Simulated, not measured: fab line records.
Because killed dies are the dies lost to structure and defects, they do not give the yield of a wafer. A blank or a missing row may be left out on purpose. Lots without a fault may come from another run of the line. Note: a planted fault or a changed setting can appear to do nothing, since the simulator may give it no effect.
fab line records	flow n5-finfet
[record] lots = 7	wafers = 21
route steps=1938 shown BEOL_M12@1650 BEOL_M13@1705 BEOL_M15@1801 MIM_TOP@1838 TV_OPEN@1887 PASSIVATION@1930
start-h: start of the lot's first displayed wafer, in hours after the record's first day	wait-h: time in hours since the lot's previous step	" the same as in the row above	L1.1+2: a row that stands for several wafers	- no value, or no start was given	* or withheld: withheld	< > ~ a bound
route shown NAME@n: NAME is a module with steps in the file, n the number in the route of the first one	usual: mean/standard deviation of fault-free wafers	same: alike in all rows	chamber/n: place in a boat	sites: readings site by site	_std_site: standard deviation across them	_edge_site: mean of outer sites minus mean of inner sites	radius-mm: for every site, how far away it sits from the centre of the wafer	mask NAME#n: copy n	behind: the most recent tool/chamber to have shaped the wafer	hold: the reason the lot was held/the length of the hold in hours/how it ended	device: the n, p or np transistor that did not switch	end of line: the route-end tests of the same wafers	a step with no rows: only its recipe	killed: at the first sort, the dies lost to defects and structure; wafer yield is something else	map: a wafer's dies, marking killed ones x, the rest . and places with no die _
set.NAME: the setting as run; set.NAME@STEP: as run at that earlier step	model.NAME: the simulator's own value behind a step, which no gauge read
lots with deliberately changed settings; one table per step, one row per wafer
[[steps]]
[step N5_BEOL_M12_SPUTTER_45]
[recipe] material = Cu	target-thk-a = 800	temp-c = -20	bias-v = 60	power-w = 26000	chamber-pressure-pa = 0.13	time-s = 13.33
lot.wafer	tool	chamber	start-h	wait-h	set.time-s
L076.3+4	pvd-sputter-01	-	261.27	0.0	12.65
L076.6	"	-	"	"	13.33
L080.1	pvd-sputter-01	-	266.03	0.0	13.33
L080.4+5	"	-	"	"	11.61
L079.2	pvd-sputter-01	-	267.85	0.0	14.79
L079.4+6	"	-	"	"	13.33
L077.1+2+6	pvd-sputter-03	-	276.69	0.0	13.33
L081.2+3+6	pvd-sputter-02	-	278.49	0.0	13.33
L084.2+4+6	pvd-sputter-01	-	300.74	0.0	14.39
L085.1+3	pvd-sputter-01	-	312.98	0.0	11.79
L085.6	"	-	"	"	13.33
[step N5_BEOL_M12_ECD_47]
[recipe] material = Cu	target-thk-a = 7200
[step N5_BEOL_M12_ANNEAL_48]
[recipe] temp-c = 225	time-s = 90	ambient = N2
[step N5_BEOL_M12_CMP_49]
[recipe] stop-on = SiOC	t-overpolish-s = 20.6	down-force-psi = 1	platen-rpm = 50	clearing-platen-down-force-psi = 1.5	clearing-platen-rpm = 50	post-cmp-clean = cu-alkaline	target-thk-nm = 320	clearing-platen-pad-velocity-m-s = 0.99484	pad-velocity-m-s = 0.99484
lot.wafer	tool	chamber	start-h	wait-h	set.time-s@BEOL_M12_TRENCH_ETCH_34	model.Cu_of_BEOL_M12_ECD_47.thk-nm
L076.4+3	cmp-04	3,2	261.83	0.1	152.3	-
L076.6	"	0	"	"	125.5	319.8
L080.4	cmp-01	1	266.63	0.2	125.5	-
L080.1	"	2	"	"	125.5	318.6
L080.5	"	1	"	"	100.7	-
L079.2	cmp-01	1	268.50	0.3	125.5	-
L079.4	"	2	"	"	142.1	355.8
L079.6	"	0	"	"	125.5	314.8
L077.1	cmp-03	2	277.34	0.3	125.5	327.4
L077.2	"	1	"	"	125.5	318.4
L077.6	"	3	"	"	125.5	315.2
L081.2	cmp-01	1	279.41	0.2	112.2	279.4
L081.3	"	0	"	"	112.2	283.8
L081.6	"	1	"	"	125.5	311.4
L084.4	cmp-01	2	301.30	0.1	145.3	-
L084.2+6	"	3,2	"	"	125.5	-
L085.3+1	cmp-04	2,0	313.77	0.2	125.5	-
L085.6	"	2	"	"	148.9	377.8
[step N5_BEOL_M12_PRE_CLEAN_52]
[recipe] gas = NH3	time-s = 15	temp-c = withheld	rf-power-w = 300
[step N5_BEOL_M12_DEP_53]
[recipe] material = SiCN	target-thk-a = 300	temp-c = withheld	precursor = 3MS/NH3	pressure-torr = 3	rf-w = 675	time-s = 10.5
[step N5_BEOL_M12_RS_MEAS_54]
[recipe] thk-meas-gauge = four-point-probe	reads = Cu_of_BEOL_M12_ECD_47+Ta_of_BEOL_M12_SPUTTER_44+TaN_of_BEOL_M12_SPUTTER_43
[usual] M12_RS = 0.0600/0.00087
lot.wafer	tool	chamber	start-h	wait-h	set.time-s@BEOL_M12_TRENCH_ETCH_34	M12_RS[ohm/sq]
L076.3	film-metro-02	-	262.25	0.0	152.3	0.0487
L076.4	"	-	"	"	152.3	0.0499
L076.6	"	-	"	"	125.5	0.0601
L080.1	film-metro-02	-	267.01	0.0	125.5	0.0603
L080.4	"	-	"	"	125.5	0.0602
L080.5	"	-	"	"	100.7	0.0765
L079.2	film-metro-02	-	268.84	0.0	125.5	0.0628
L079.4	"	-	"	"	142.1	0.0538
L079.6	"	-	"	"	125.5	0.0612
L077.1	film-metro-01	-	277.76	0.0	125.5	0.0586
L077.2	"	-	"	"	125.5	0.0605
L077.6	"	-	"	"	125.5	0.0610
L081.2	film-metro-02	-	279.84	0.0	112.2	0.0692
L081.3	"	-	"	"	112.2	0.0681
L081.6	"	-	"	"	125.5	0.0619
L084.2	film-metro-02	-	301.72	0.0	125.5	0.0606
L084.4	"	-	"	"	145.3	0.0513
L084.6	"	-	"	"	125.5	0.0601
L085.1	film-metro-02	-	314.19	0.0	125.5	0.0604
L085.3	"	-	"	"	125.5	0.0600
L085.6	"	-	"	"	148.9	0.0506
[step N5_BEOL_M13_SPUTTER_43]
[recipe] material = TaN	target-thk-a = 150	temp-c = 50	bias-v = 168.6	power-w = 15000	chamber-pressure-pa = 0.12	time-s = 24.19
lot.wafer	tool	chamber	start-h	wait-h	set.time-s	model.TaN_of_BEOL_M13_SPUTTER_43.thk-nm
L076.3	pvd-sputter-01	-	266.39	0.0	27.7	17.6
L076.4	"	-	"	"	24.19	15
L076.6	"	-	"	"	27.7	17.2
L080.1	pvd-sputter-03	-	272.37	0.0	24.19	15
L080.4	"	-	"	"	23.18	14.8
L080.5	"	-	"	"	23.18	14.6
L079.2	pvd-sputter-02	-	277.57	0.0	20.88	12.8
L079.4	"	-	"	"	24.19	15
L079.6	"	-	"	"	24.19	14.8
L077.1+2+6	pvd-sputter-01	-	282.83	0.0	24.19	15.2
L081.2+6	pvd-sputter-02	-	283.63	0.0	23.19	14.2
L081.3	"	-	"	"	24.19	15
L084.2	pvd-sputter-02	-	306.55	0.0	24.19	15
L084.4	"	-	"	"	25.81	16
L084.6	"	-	"	"	25.81	15.8
L085.1	pvd-sputter-02	-	321.80	0.0	24.19	14.8
L085.3	"	-	"	"	27	16
L085.6	"	-	"	"	27	16.4
[step N5_BEOL_M15_PEB_26]
[recipe] peb-temp-c = 130	peb-time-s = 90
lot.wafer	tool	chamber	start-h	wait-h	set.peb-time-s
L076.3+6	litho-track-02	0	275.12	0.0	90
L076.4	"	0	"	"	104
L080.1+4	litho-track-02	0	283.03	0.1	83.21
L080.5	"	0	"	"	90
L079.2+6	litho-track-01	0	294.08	0.0	81.05
L079.4	"	0	"	"	90
L077.1+2+6	litho-track-02	0	296.25	0.1	90
L081.2+3+6	litho-track-05	0	304.08	0.0	90
L084.2+4	litho-track-01	0	316.27	0.0	105
L084.6	"	0	"	"	90
L085.1+6	litho-track-02	0	330.81	0.1	96.45
L085.3	"	0	"	"	90
[step N5_BEOL_M15_DEVELOP_27]
[recipe] develop-time-s = 45	rinse-liquid = diw	dry = air-spin	dev-temp-c = 21
[step N5_BEOL_M15_HARDBAKE_32]
[recipe] temp-c = 130	time-s = 120
[step N5_BEOL_M15_CD_MEAS_28]
[recipe] target-cd-nm = 407.6	landing-energy-ev = 500	detector = se-inlens
[usual] cd-nm = 406.9/2
lot.wafer	tool	chamber	start-h	wait-h	set.peb-time-s@BEOL_M15_PEB_26	cd-nm
L076.3	cd-sem-03	0	275.24	-	90	407.3
L076.4	"	0	"	"	104	413.7
L076.6	"	0	"	"	90	406.3
L080.1	cd-sem-01	0	283.14	-	83.21	405.0
L080.4	"	0	"	"	83.21	404.6
L080.5	"	0	"	"	90	408.6
L079.2	cd-sem-03	0	294.19	-	81.05	400.3
L079.4	"	0	"	"	90	402.6
L079.6	"	0	"	"	81.05	400.4
L077.1	cd-sem-01	0	296.36	-	90	403.8
L077.2	"	0	"	"	90	400.8
L077.6	"	0	"	"	90	402.2
L081.2	cd-sem-02	0	304.20	-	90	408.1
L081.3	"	0	"	"	90	408.5
L081.6	"	0	"	"	90	408.2
L084.2	cd-sem-03	0	316.38	-	105	411.2
L084.4	"	0	"	"	105	412.1
L084.6	"	0	"	"	90	406.1
L085.1	cd-sem-03	0	330.92	-	96.45	409.8
L085.3	"	0	"	"	90	405.9
L085.6	"	0	"	"	96.45	410.3
[step N5_BEOL_M15_DESCUM_33]
[recipe] chemistry = O2	time-s = 7.9	source-power-w = 50	bias-power-w = 20	pressure-mtorr = 20	rf-frequency-hz = 2.712e+07	temp-c = 40	o2-flow-sccm = 225
lot.wafer	tool	chamber	start-h	wait-h	set.peb-time-s@BEOL_M15_PEB_26	model.BEOL_M15.cd-nm
L076.3	rie-diel-02	3	275.33	0.0	90	407.2
L076.4	"	0	"	"	104	413.8
L076.6	"	3	"	"	90	405.8
L080.1	rie-diel-02	3	283.28	0.1	83.21	405.2
L080.4	"	2	"	"	83.21	404.6
L080.5	"	0	"	"	90	408.6
L079.2	rie-diel-01	3	294.28	0.0	81.05	400.4
L079.4	"	0	"	"	90	402.6
L079.6	"	0	"	"	81.05	400.8
L077.1	rie-diel-03	3	296.45	0.0	90	403.6
L077.2	"	0	"	"	90	400.4
L077.6	"	2	"	"	90	401.8
L081.2+6	rie-diel-03	3	304.29	0.0	90	408
L081.3	"	2	"	"	90	408.2
L084.2	rie-diel-02	3	317.00	0.6	105	411.2
L084.4	"	1	"	"	105	412.2
L084.6	"	1	"	"	90	-
L085.1+6	rie-diel-01	1	331.07	0.1	96.45	409.8
L085.3	"	2	"	"	90	405.8
[step N5_BEOL_M15_ETCH_61]
[recipe] chemistry = N2/H2	target = BARC	target-depth-a = 890	overetch-a = 267	time-s = 67.9	ion-energy-ev = 200	pressure-mtorr = 30	source-w = 840	bias-w = 150	n2-flow-sccm = 200	h2-flow-sccm = 200
[step N5_BEOL_M15_TRENCH_ETCH_34]
[recipe] chemistry = C4F8/O2/Ar	target = SiO2	target-depth-a = 8729.3	he-inner-torr = 15	he-outer-torr = 30	time-s = 199	ion-energy-ev = 800	pressure-mtorr = 20	source-w = 1905	bias-w = 2040	Ar_flow_sccm = 400	C4F8_flow_sccm = 16	O2_flow_sccm = 12
lot.wafer	tool	chamber	start-h	wait-h	set.peb-time-s@BEOL_M15_PEB_26	model.BEOL_M15.cd-nm
L076.3	rie-diel-02	3	275.41	0.0	90	399.2
L076.4	"	0	"	"	104	407
L076.6	"	3	"	"	90	397
L080.1	rie-diel-02	3	283.37	0.0	83.21	397.6
L080.4	"	2	"	"	83.21	397.4
L080.5	"	0	"	"	90	401.6
L079.2	rie-diel-01	3	294.37	0.0	81.05	393.4
L079.4	"	0	"	"	90	394
L079.6	"	0	"	"	81.05	393.2
L077.1	rie-diel-03	3	296.54	0.0	90	394.2
L077.2	"	0	"	"	90	392.6
L077.6	"	2	"	"	90	395.4
L081.2	rie-diel-03	3	304.37	0.0	90	399
L081.3	"	2	"	"	90	401.8
L081.6	"	3	"	"	90	398.6
L084.2	rie-diel-02	3	317.09	0.0	105	402.6
L084.4	"	1	"	"	105	404.4
L084.6	"	1	"	"	90	397.4
L085.1	rie-diel-01	1	331.15	0.0	96.45	402.2
L085.3	"	2	"	"	90	399.2
L085.6	"	1	"	"	96.45	401.8
[step N5_BEOL_M15_DEP_53]
[recipe] material = SiCN	target-thk-a = 500	temp-c = withheld	precursor = 3MS/NH3	pressure-torr = 3	rf-w = 675	time-s = 17.8
lot.wafer	tool	chamber	start-h	wait-h	set.time-s	model.SiCN_of_BEOL_M15_DEP_53.thk-nm
L076.3	pecvd-03	1	278.24	0.0	15.28	42.8
L076.4	"	2	"	"	15.28	43.4
L076.6	"	1	"	"	15.28	42.6
L080.1	pecvd-03	0	293.91	0.0	19.88	54.6
L080.4	"	0	"	"	17.8	49.8
L080.5	"	2	"	"	19.88	55.4
L077.1	pecvd-04	0	302.31	0.0	17.8	48.8
L077.2	"	2	"	"	17.8	48.6
L077.6	"	2	"	"	17.8	49
L079.2	pecvd-03	0	302.47	0.0	17.8	49
L079.4	"	1	"	"	17.8	50
L079.6	"	0	"	"	17.8	49.8
L081.2	pecvd-02	2	307.87	0.0	17.8	50
L081.3	"	0	"	"	17.8	49.4
L081.6	"	2	"	"	17.8	49.8
L084.2	pecvd-04	0	322.38	0.0	17.04	46.8
L084.4	"	0	"	"	17.04	48.4
L084.6	"	1	"	"	17.04	47.8
L085.1	pecvd-04	0	333.33	0.0	16.55	46.2
L085.3	"	1	"	"	16.55	47
L085.6	"	2	"	"	17.8	49.4
[step N5_MIM_TOP_SPUTTER_03]
[recipe] material = TiN	target-thk-a = 350	temp-c = 200	power-w = 3000	chamber-pressure-pa = 0.49996	gas = Ar	reactive-partial-pa = 0.37997	time-s = 89.7
lot.wafer	tool	chamber	start-h	wait-h	set.time-s	model.TiN_of_MIM_TOP_SPUTTER_03.thk-nm
L076.3	pvd-sputter-03	-	282.23	0.0	89.7	34.8
L076.4	"	-	"	"	89.7	34.2
L076.6	"	-	"	"	89.7	34.6
L080.1+5	pvd-sputter-02	-	297.97	0.0	89.7	35.2
L080.4	"	-	"	"	89.7	35.4
L077.1+2	pvd-sputter-01	-	305.88	0.0	89.7	34.8
L077.6	"	-	"	"	89.7	35.2
L079.2	pvd-sputter-01	-	306.00	0.0	89.7	34.2
L079.4	"	-	"	"	89.7	34.4
L079.6	"	-	"	"	98.49	37.8
L081.2	pvd-sputter-01	-	311.34	0.0	89.7	34.8
L081.3	"	-	"	"	99.98	39
L081.6	"	-	"	"	99.98	38.6
L084.2	pvd-sputter-02	-	326.98	0.0	89.7	35.4
L084.4	"	-	"	"	89.7	35.2
L084.6	"	-	"	"	89.7	35
L085.1	pvd-sputter-02	-	335.90	0.0	79.5	30.6
L085.3	"	-	"	"	79.5	30.4
L085.6	"	-	"	"	89.7	34.4
[step N5_PASSIVATION_PASS_ETCH_74]
[recipe] chemistry = CF4/O2	target = SiNx	target-depth-a = 2200	time-s = 110	ion-energy-ev = 100	pressure-mtorr = 40	source-w = 535	bias-w = 49	Ar_flow_sccm = 100	cf4-flow-sccm = 100	O2_flow_sccm = 10
lot.wafer	tool	chamber	start-h	wait-h	set.cf4-flow-sccm
L076.3	rie-diel-01	3	285.34	0.0	100
L076.4+6	"	2,0	"	"	82.37
L080.1+4	rie-diel-03	3,2	301.30	0.0	93.07
L080.5	"	1	"	"	100
L079.2+4	rie-diel-02	1,2	309.41	0.0	107.9
L079.6	"	1	"	"	100
L077.1+2+6	rie-diel-03	0,2,2	309.57	0.0	100
L081.2	rie-diel-02	3	316.10	0.0	100
L081.3+6	"	1,0	"	"	92.23
L084.2+4+6	rie-diel-03	1,1,0	330.23	0.0	100
L085.1+3+6	rie-diel-03	2,3,0	344.36	0.0	100
[step N5_PASSIVATION_ETCH_54]
[recipe] chemistry = CHF3/O2	target = SiO2	target-depth-a = 8800	CHF3_flow_sccm = 50	O2_flow_sccm = 5	Ar_flow_sccm = 200	time-s = 440	mask-material = PR	pressure-mtorr = 30	source-w = 650	bias-w = 170	ion-energy-ev = 200
lot.wafer	tool	chamber	start-h	wait-h	set.source-w	model.PASSIVATION.feature-depth-nm	model.etch.depth-nm
L076.3	rie-diel-06	3	289.53	0.1	650	900.2	900.2
L076.4	"	2	"	"	749.6	950.6	950.6
L076.6	"	1	"	"	749.6	927.6	927.5
L080.1	rie-diel-05	3	306.00	0.1	650	906	906
L080.4	"	0	"	"	546.4	819.4	819.4
L080.5	"	1	"	"	650	893.4	893.5
L079.2	rie-diel-04	1	313.35	0.1	650	874.6	874.6
L079.4	"	0	"	"	650	869.2	869.3
L079.6	"	3	"	"	650	867.2	867.2
L077.1	rie-diel-05	1	314.77	0.1	650	881.4	881.5
L077.2	"	0	"	"	650	858.2	858.2
L077.6	"	2	"	"	650	886	886.1
L081.2	rie-diel-06	0	320.18	0.1	650	883	883
L081.3	"	3	"	"	745.8	950.8	950.9
L081.6	"	3	"	"	745.8	943.8	943.9
L084.2	rie-diel-05	2	336.97	0.1	650	891.4	891.4
L084.4	"	2	"	"	650	885	885
L084.6	"	3	"	"	650	902.8	902.7
L085.1	rie-diel-05	2	348.15	0.1	650	883.8	883.8
L085.3	"	3	"	"	650	903.4	903.3
L085.6	"	1	"	"	650	893	893.1
[[key]]
[split] step = N5_BEOL_M12_SPUTTER_45	setting = time-s	stated = 13.33	by = wafer
response none clear
[split] step = N5_BEOL_M13_SPUTTER_43	setting = time-s	stated = 24.19	by = wafer
[response] step = N5_BEOL_M13_SPUTTER_43	reading = model.TaN_of_BEOL_M13_SPUTTER_43.thk-nm	change = +0.148	per = 1%	r = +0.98
[split] step = N5_BEOL_M15_PEB_26	setting = peb-time-s	stated = 90	by = wafer
[response] step = N5_BEOL_M15_CD_MEAS_28	reading = cd-nm	change = +0.388	per = 1%	r = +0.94
[response] step = N5_BEOL_M15_DESCUM_33	reading = model.BEOL_M15.cd-nm	change = +0.423	per = 1%	r = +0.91
[response] step = N5_BEOL_M15_TRENCH_ETCH_34	reading = model.BEOL_M15.cd-nm	change = +0.41	per = 1%	r = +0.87
[split] step = N5_BEOL_M15_DEP_53	setting = time-s	stated = 17.8	by = wafer
[response] step = N5_BEOL_M15_DEP_53	reading = model.SiCN_of_BEOL_M15_DEP_53.thk-nm	change = +0.433	per = 1%	r = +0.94
[split] step = N5_MIM_TOP_SPUTTER_03	setting = time-s	stated = 89.7	by = wafer
[response] step = N5_MIM_TOP_SPUTTER_03	reading = model.TiN_of_MIM_TOP_SPUTTER_03.thk-nm	change = +0.349	per = 1%	r = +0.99
[split] step = N5_PASSIVATION_PASS_ETCH_74	setting = cf4-flow-sccm	stated = 100	by = wafer
response none in this file
[split] step = N5_PASSIVATION_ETCH_54	setting = source-w	stated = 650	by = wafer
[response] step = N5_PASSIVATION_ETCH_54	reading = model.PASSIVATION.feature-depth-nm	change = +4	per = 1%	r = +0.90
[response] step = N5_PASSIVATION_ETCH_54	reading = model.etch.depth-nm	change = +4	per = 1%	r = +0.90
split outside-this-file step=N5_BEOL_M12_TRENCH_ETCH_34 setting=time-s
// split outside-this-file: this setting was split too, and the file shows its column; the key of that split is in another file
